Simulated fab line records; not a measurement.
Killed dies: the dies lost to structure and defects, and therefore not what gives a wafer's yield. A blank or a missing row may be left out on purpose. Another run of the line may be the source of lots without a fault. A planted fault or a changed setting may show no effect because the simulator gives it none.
What tool caused it?	flow n5_finfet	Sampling: 9 lots, 27 wafers, 5 of 1938 route steps

WHAT THE GAUGES READ, wafer by wafer
N5_HKMG_FIN_OVL_MEAS_13. Usual: for NWFM_OVL the level is 0.0 nm and the standard deviation is 0.71.
lot	measured	on	NWFM_OVL (nm)	flag
L378	day 4 05:34	overlay-01	-0.4 -0.2 0.0	
L382	day 5 18:11	overlay-01	0.4 0.6 0.8	
L385	day 6 00:20	overlay-01	0.6 0.1 0.9	
L386	day 6 01:32	overlay-02	-0.1 -0.1 -1.1	
L389	day 6 18:05	overlay-02	-0.6 0.0 0.2	
L393	day 7 21:40	overlay-02	0.3 0.6 0.4	
L395	day 8 09:04	overlay-01	0.3 -0.5 -0.3	
L400	day 9 21:41	overlay-02	0.9 -0.2 0.0	
L401	day 10 00:49	overlay-01	-0.8 -1.7 -1.1	

N5_BEOL_M4_RC_MEAS_101. Usual: DIBL_N 36.2 mV/V, standard deviation 1.2; DIBL_P 36.3 mV/V, standard deviation 1.3; IOFF_N 0.155 nA/um, standard deviation 0.019; IOFF_P 0.210 nA/um, standard deviation 0.029; ION_N 677 uA/um, standard deviation 8.6; ION_P 465 uA/um, standard deviation 6.8; SS_N 71.4 mV/dec, standard deviation 0.48; SS_P 73.2 mV/dec, standard deviation 0.53; VT_N 249.9 mV, standard deviation 2.4; VT_P -250 mV, standard deviation 3.2.
lot	measured	on	DIBL_N (mV/V)	DIBL_P (mV/V)	IOFF_N (nA/um)	IOFF_P (nA/um)	ION_N (uA/um)	ION_P (uA/um)	SS_N (mV/dec)	SS_P (mV/dec)	VT_N (mV)	VT_P (mV)	flag
L378	day 7 14:26	prober-02	36.5 36.3 37.5	36.8 36.4 37.9	0.157 0.153 0.178	0.199 0.198 0.220	672 673 685	464 459 469	71.7 71.1 71.9	72.9 73.6 72.6	250.5 251.6 249.3	-252 -250 -250	
L382	day 9 07:53	prober-02	35.7 37.4 37.0	36.0 38.4 37.4	0.144 0.182 0.166	0.215 0.245 0.222	671 678 666	463 469 464	71.6 70.9 71.0	73.4 74.0 73.7	251.6 246.6 249.5	-249 -247 -248	
L385	day 10 17:09	prober-01	35.4 36.3 34.9	36.0 36.8 35.4	0.149 0.161 0.133	0.187 0.198 0.178	678 689 667	464 469 464	71.4 71.6 71.3	72.9 73.5 73.0	248.8 249.3 252.8	-254 -252 -255	
L386	day 10 17:23	prober-02	35.4 36.1 35.5	35.1 35.5 35.5	0.155 0.165 0.158	0.235 0.245 0.257	679 683 671	473 477 474	71.8 71.8 71.6	73.3 73.4 73.4	247.3 248.0 248.7	-246 -244 -244	
L389	day 11 13:34	prober-01	35.5 37.7 35.9	35.8 37.8 35.3	0.165 0.204 0.152	0.222 0.267 0.218	687 678 678	467 470 469	71.0 71.8 71.9	73.1 73.8 73.3	245.4 246.3 252.4	-249 -248 -250	
L393	day 12 01:39	prober-01	37.0 36.3 36.7	37.8 37.1 37.1	0.187 0.175 0.172	0.269 0.266 0.273	680 696 686	469 479 481	71.5 71.9 71.8	74.1 73.7 73.1	245.6 247.8 245.8	-244 -247 -244	
L395	day 13 04:23	prober-02	38.3 38.5 37.0	36.4 36.8 35.2	0.164 0.166 0.143	0.178 0.197 0.159	679 676 678	460 454 459	70.9 71.7 71.3	73.2 73.6 72.5	250.1 251.8 249.1	-255 -252 -256	
L400	day 14 17:31	prober-02	36.7 36.6 37.7	36.1 35.9 38.0	0.170 0.166 0.184	0.206 0.199 0.240	676 676 690	466 461 471	71.5 70.6 72.1	73.0 73.5 73.9	247.0 250.3 245.6	-251 -252 -249	
L401	day 14 10:47	prober-02	35.4 36.9 37.4	33.4 35.5 36.0	0.128 0.159 0.164	0.159 0.188 0.199	657 673 674	451 459 458	70.9 71.7 71.9	72.4 72.8 73.6	252.2 250.4 249.7	-254 -251 -252	

WHICH TOOL RAN EACH LOT (tool, then ch and the chambers of the sampled wafers, then the start)
lot	N5_HKMG_FIN_ETCH_55	N5_HKMG_FIN_ALD_79	N5_HKMG_FIN_ALD_36
L378	rie_diel-02 ch 1,2,3, day 4 02:20	ald_metal-03 ch 0,2,3, day 4 03:37	ald_metal-03 ch 1,2,3, day 4 04:22
L382	rie_diel-02 ch 0,1,2, day 5 14:56	ald_metal-03 ch 1,2,3, day 5 16:14	ald_metal-01 ch 0,1,3, day 5 16:59
L385	rie_diel-04 ch 0,2,3, day 5 20:58	ald_metal-03 ch 0,3, day 5 22:14	ald_metal-03 ch 0,1,2, day 5 23:08
L386	rie_diel-01 ch 0,1,2, day 5 22:19	ald_metal-02 ch 1,2,3, day 5 23:35	ald_metal-03 ch 2,3, day 6 00:22
L389	rie_diel-02 ch 0,1,2, day 6 14:57	ald_metal-01 ch 0,1,3, day 6 16:13	ald_metal-02 ch 0,1,2, day 6 17:02
L393	rie_diel-04 ch 0,1,3, day 7 18:26	ald_metal-02 ch 1,2,3, day 7 19:43	ald_metal-03 ch 0,1,3, day 7 20:28
L395	rie_diel-02 ch 0,1,2, day 8 05:58	ald_metal-01 ch 0,1,3, day 8 07:14	ald_metal-03 ch 0,1,3, day 8 08:01
L400	rie_diel-01 ch 0,3, day 9 18:19	ald_metal-03 ch 1,2,3, day 9 19:36	ald_metal-02 ch 0,2,3, day 9 20:29
L401	rie_diel-01 ch 1,2, day 9 21:30	ald_metal-02 ch 0,2, day 9 22:47	ald_metal-01 ch 1,2, day 9 23:40
- N5_HKMG_FIN_ETCH_55: etches SOC in N2/H2, target depth 240 nm, time 300 s.
- N5_HKMG_FIN_ALD_79: deposits TiN, target thk 1.5 nm, pulse time 1 s, purge time 3 s.
- N5_HKMG_FIN_ALD_36: deposits TiN, target thk 1 nm, pulse time 1 s, purge time 3 s.

AS READ BY THE TOOLS THEMSELVES (means over the sampled wafers that have a number; for cases with no such wafer, the mark the record gives instead)
N5_HKMG_FIN_ETCH_55. Usual: drypump_motor_current_A 5.5 A, standard deviation 0.39; oes_product_au 0.81 a.u., standard deviation 0.084; rf_vpp_V 525.2 V, standard deviation 2; showerhead_plenum_p_Torr 2.59 Torr, standard deviation 0.069; throttle_valve_pct 17.81 %, standard deviation 0.23.
lot	tool	drypump_motor_current_A (A)	oes_product_au (a.u.)	rf_vpp_V (V)	showerhead_plenum_p_Torr (Torr)	throttle_valve_pct (%)	flag
L378	rie_diel-02	5.1	0.80	525.4	2.59	17.77	
L382	rie_diel-02	5.3	0.76	525.2	2.58	17.99	
L385	rie_diel-04	5.6	0.83	524.5	2.57	17.80	
L386	rie_diel-01	5.8	0.84	528.4	2.67	17.67	
L389	rie_diel-02	5.3	0.76	524.4	2.58	18.01	
L393	rie_diel-04	5.6	0.83	524.1	2.53	17.82	
L395	rie_diel-02	5.3	0.75	525.2	2.57	18.02	
L400	rie_diel-01	5.6	0.86	523.9	2.55	17.64	
L401	rie_diel-01	6.0	0.81	527.1	2.66	17.71	

N5_HKMG_FIN_ALD_79. Usual: chamber_pressure_Torr 3.001 Torr, standard deviation 0.0062; heater_power_outer_w 569 W, standard deviation 55; heater_power_w 928 W, standard deviation 85; precursor_pulse_height_rel 0.999, standard deviation 0.019; susceptor_temp_C 400.02 C, standard deviation 0.23.
lot	tool	chamber_pressure_Torr (Torr)	heater_power_outer_w (W)	heater_power_w (W)	precursor_pulse_height_rel	susceptor_temp_C (C)	flag
L378	ald_metal-03	3.001	577	984	1.001	399.93	
L382	ald_metal-03	2.999	590	978	0.998	400.22	
L385	ald_metal-03	3.002	585	982	1.013	399.96	
L386	ald_metal-02	2.997	578	909	0.996	400.03	
L389	ald_metal-01	3.000	572	924	1.000	399.72	
L393	ald_metal-02	3.004	579	904	0.983	400.21	
L395	ald_metal-01	2.999	569	924	1.002	399.98	
L400	ald_metal-03	2.995	586	980	1.007	399.97	
L401	ald_metal-02	3.008	535	867	0.983	399.90	

N5_HKMG_FIN_ALD_36. Usual: chamber_pressure_Torr 3.000 Torr, standard deviation 0.0062; heater_power_outer_w 572 W, standard deviation 47; heater_power_w 938 W, standard deviation 84; precursor_pulse_height_rel 1.001, standard deviation 0.02; susceptor_temp_C 400.01 C, standard deviation 0.23.
lot	tool	chamber_pressure_Torr (Torr)	heater_power_outer_w (W)	heater_power_w (W)	precursor_pulse_height_rel	susceptor_temp_C (C)	flag
L378	ald_metal-03	3.007	595	991	1.000	399.87	
L382	ald_metal-01	3.000	566	936	0.992	400.13	
L385	ald_metal-03	2.996	555	987	0.986	399.88	
L386	ald_metal-03	2.998	607	978	1.010	400.03	
L389	ald_metal-02	3.000	531	853	0.989	400.18	
L393	ald_metal-03	3.001	606	1021	0.983	404.46	OFF
L395	ald_metal-03	3.001	602	1023	1.011	404.42	OFF
L400	ald_metal-02	2.996	579	931	1.009	399.97	
L401	ald_metal-01	2.998	614	1027	0.999	400.12	

THE ANSWER, worked out from the rows above alone
Rule: lot off if the mean of its wafers having a number is beyond 3 standard deviations from the usual mean. A lot without any number at a reading at which 4 lots or more have one is off too. The other lots that the step has rows for count as sound. First the gauges in route order, then the tools' own readings, where a lot's mean is used as printed above. The first step at which some lot is off is used, and at that step the reading that is off furthest; a lot without a number counts as furthest.
Off, at N5_HKMG_FIN_ALD_36 on susceptor_temp_C: L393, L395.
A tool fits if, at that step or a process step before it, it ran every lot that is off, and no sound lot after the first of them. One candidate fits, namely ald_metal-03 at N5_HKMG_FIN_ALD_36. A fault onset in the window from L386 (day 6 00:22, its last sound lot) to L393 (day 7 20:28, its first lot off) fits.
The tool's own readings at N5_HKMG_FIN_ALD_36 bear it out: on the lots that are off they differ by more than 5 times the standard deviation of the sound lots' means. susceptor_temp_C reads 404.44 C there against 400.03 C on the sound lots.

WHAT THE SIMULATOR PUT IN
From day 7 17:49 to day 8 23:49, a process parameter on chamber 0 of ald_metal-03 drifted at N5_HKMG_FIN_ALD_36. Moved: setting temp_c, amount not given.
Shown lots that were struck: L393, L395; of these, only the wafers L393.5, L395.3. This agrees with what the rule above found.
